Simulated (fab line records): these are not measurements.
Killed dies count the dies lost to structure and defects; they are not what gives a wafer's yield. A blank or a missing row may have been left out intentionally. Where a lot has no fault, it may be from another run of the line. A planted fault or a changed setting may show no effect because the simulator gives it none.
Which of the tools did it?    flow nand_harc    Sampling: 14 lots, 42 wafers, 5 of 1302 route steps

WHAT THE GAUGES READ, wafer by wafer
NHARC_A_ZERO_WELL_CD_MEAS_10 targets a cd of 2000 nm. Usual: cd_nm 1999.7 nm, standard deviation 2.
lot   measured      on         cd_nm (nm)            flag
L510  day 7 14:18   cd_sem-02  1996.4 2001.7 1997.4  
L511  day 7 22:47   cd_sem-01  2003.4 2001.5 1998.3  
L513  day 8 14:58   cd_sem-03  2002.1 2000.2 1999.4  
L512  day 8 15:33   cd_sem-01  2002.8 2003.2 2001.7  
L514  day 9 06:23   cd_sem-01  1999.0 1997.2 1998.0  
L515  day 9 18:44   cd_sem-01  1999.2 1997.5 1998.6  
L516  day 10 05:59  cd_sem-03  2001.7 2003.5 1998.8  
L520  day 12 01:38  cd_sem-03  2002.1 1998.7 2000.0  
L521  day 12 06:27  cd_sem-02  1998.6 1997.1 1998.5  
L522  day 12 22:20  cd_sem-02  1998.4 1996.4 1996.9  
L526  day 14 01:41  cd_sem-02  1996.0 1998.1 1997.9  
L528  day 15 00:19  cd_sem-01  2002.4 1999.6 2002.8  
L529  day 15 15:47  cd_sem-01  1999.5 2003.9 1998.7  
L530  day 16 07:10  cd_sem-02  2001.7 2003.5 1999.9  

NHARC_A_ONON_D1_THK_MEAS_21: measures by ellipsometry. Usual: thk_nm 1002 nm, standard deviation 12.
lot   measured      on             thk_nm (nm)     flag
L510  day 8 23:53   film_metro-02  992 993 992     
L511  day 9 08:02   film_metro-02  1021 1020 1023  
L513  day 10 00:46  film_metro-01  1006 1004 1007  
L512  day 10 00:47  film_metro-02  1000 1001 1002  
L514  day 10 17:32  film_metro-01  1008 1005 1007  
L515  day 11 04:13  film_metro-01  1006 1007 1007  
L516  day 11 13:56  film_metro-01  973 975 975     
L520  day 13 11:22  film_metro-01  993 993 995     
L521  day 13 15:09  film_metro-02  983 984 982     
L522  day 14 07:41  film_metro-02  974 973 973     
L526  day 15 13:54  film_metro-02  1012 1012 1011  
L528  day 16 10:41  film_metro-01  1005 1004 1005  
L529  day 17 02:34  film_metro-01  1005 1004 1005  
L530  day 17 15:58  film_metro-01  1007 1007 1006  

NHARC_A_ONON_D1_THK_MEAS_24: measures by ellipsometry. Usual: thk_nm 998 nm, standard deviation 9.3.
lot   measured      on             thk_nm (nm)                  flag
L510  day 9 00:26   film_metro-01  1002 1004 1002               
L511  day 9 08:36   film_metro-02  1010 1011 1009               
L513  day 10 01:19  film_metro-02  993 995 994                  
L512  day 10 01:21  film_metro-01  991 990 991                  
L514  day 10 18:07  film_metro-01  1014 1011 1010               
L515  day 11 04:47  film_metro-02  1007 1009 1011               
L516  day 11 14:31  film_metro-01  1005 1003 1006               
L520  day 13 11:55  film_metro-01  985 987 987                  
L521  day 13 15:43  film_metro-01  999 999 998                  
L522  day 14 08:15  film_metro-02  1002 1003 676 1002 1004 676  OFF
L526  day 15 14:28  film_metro-02  985 986 656 984 984 656      OFF
L528  day 16 11:15  film_metro-01  983 983 984                  
L529  day 17 03:08  film_metro-01  982 980 982                  
L530  day 17 16:32  film_metro-02  995 993 996                  

WHICH TOOL RAN EACH LOT (tool, then ch and the chambers of the sampled wafers, then the start)
lot   NHARC_A_ZERO_WELL_DESCUM_12         NHARC_A_ONON_D1_DEP_22
L510  rie_diel-06 ch 0,3, day 7 14:28     pecvd_onon-01 ch 0, day 8 23:56
L511  rie_diel-05 ch 0,3, day 7 22:56     pecvd_onon-01 ch 0, day 9 08:06
L513  rie_diel-06 ch 1,2, day 8 15:07     pecvd_onon-02 ch 0, day 10 00:52
L512  rie_diel-06 ch 0,1,3, day 8 15:43   pecvd_onon-01 ch 0, day 10 00:53
L514  rie_diel-05 ch 0,1,3, day 9 06:33   pecvd_onon-02 ch 0, day 10 17:36
L515  rie_diel-05 ch 0,3, day 9 18:53     pecvd_onon-01 ch 0, day 11 04:17
L516  rie_diel-06 ch 0,1,2, day 10 06:10  pecvd_onon-01 ch 0, day 11 14:03
L520  rie_diel-06 ch 0,2,3, day 12 01:49  pecvd_onon-02 ch 0, day 13 11:25
L521  rie_diel-05 ch 0,1, day 12 06:36    pecvd_onon-01 ch 0, day 13 15:20
L522  rie_diel-05 ch 0,1, day 12 22:29    pecvd_onon-01 ch 0, day 14 07:44
L526  rie_diel-05 ch 1,2,3, day 14 01:50  pecvd_onon-01 ch 0, day 15 13:58
L528  rie_diel-06 ch 1,2, day 15 00:28    pecvd_onon-03 ch 0, day 16 10:44
L529  rie_diel-05 ch 2,3, day 15 15:57    pecvd_onon-02 ch 0, day 17 02:37
L530  rie_diel-11 ch 0,1,3, day 16 07:20  pecvd_onon-03 ch 0, day 17 16:05
- NHARC_A_ZERO_WELL_DESCUM_12: chemistry O2, time 3 s.
- NHARC_A_ONON_D1_DEP_22: target thk 1000 nm.

AS READ BY THE TOOLS THEMSELVES (means over the sampled wafers that have a number; for cases with no such wafer, the mark the record gives instead)
NHARC_A_ZERO_WELL_DESCUM_12. Usual: drypump_motor_current_A 5.5 A, standard deviation 0.42; oes_product_au 0.997 a.u., standard deviation 0.0072; rf_vpp_V 57.7 V, standard deviation 0.82; showerhead_plenum_p_Torr 1.86 Torr, standard deviation 0.054; throttle_valve_pct 11.312 %, standard deviation 0.0087.
lot   tool         drypump_motor_current_A (A)  oes_product_au (a.u.)  rf_vpp_V (V)  showerhead_plenum_p_Torr (Torr)  throttle_valve_pct (%)  flag
L510  rie_diel-06  5.4                          0.995                  57.3          1.80                             11.309                  
L511  rie_diel-05  5.1                          0.998                  57.9          1.87                             11.306                  
L513  rie_diel-06  5.5                          0.984                  58.5          1.87                             11.305                  
L512  rie_diel-06  5.3                          0.996                  57.8          1.83                             11.298                  
L514  rie_diel-05  5.4                          1.003                  56.7          1.87                             11.307                  
L515  rie_diel-05  5.1                          0.999                  56.3          1.87                             11.313                  
L516  rie_diel-06  5.4                          0.995                  57.2          1.82                             11.321                  
L520  rie_diel-06  5.5                          0.985                  56.9          1.80                             11.307                  
L521  rie_diel-05  5.0                          1.002                  57.9          1.85                             11.311                  
L522  rie_diel-05  5.1                          0.996                  56.8          1.85                             11.308                  
L526  rie_diel-05  5.7                          0.999                  57.4          1.85                             11.316                  
L528  rie_diel-06  5.8                          0.994                  57.3          1.84                             11.305                  
L529  rie_diel-05  5.8                          1.002                  57.5          1.85                             11.310                  
L530  rie_diel-11  5.7                          1.007                  58.2          1.96                             11.315                  

THE ANSWER, worked out from the rows above alone
Rule: take the mean of a lot's wafers that have a number; if it is more than 3 standard deviations from the usual mean, the lot is off. Also off: a lot with no number at a reading for which 4 or more lots have one. Any other lot the step has rows for is counted as sound. First the gauges in route order, then the tools' own readings, where a lot's mean is used as printed above. At the first step where some lot is off, the reading lying furthest off is the one used; lots without a number count as furthest.
Off: L522, L526 (NHARC_A_ONON_D1_THK_MEAS_24, thk_nm).
A tool fits if, at a process step before that reading, it ran every lot that is off, and no sound lot after the first of them. The gauges at NHARC_A_ONON_D1_THK_MEAS_24 are tried like those tools. One candidate fits, namely pecvd_onon-01 at NHARC_A_ONON_D1_DEP_22. A fault onset in the window from L521 (day 13 15:20, its last sound lot) to L522 (day 14 07:44, its first lot off) fits.

WHAT THE SIMULATOR PUT IN
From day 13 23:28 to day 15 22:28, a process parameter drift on pecvd_onon-01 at NHARC_A_ONON_D1_DEP_22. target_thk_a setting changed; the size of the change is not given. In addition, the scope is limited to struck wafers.
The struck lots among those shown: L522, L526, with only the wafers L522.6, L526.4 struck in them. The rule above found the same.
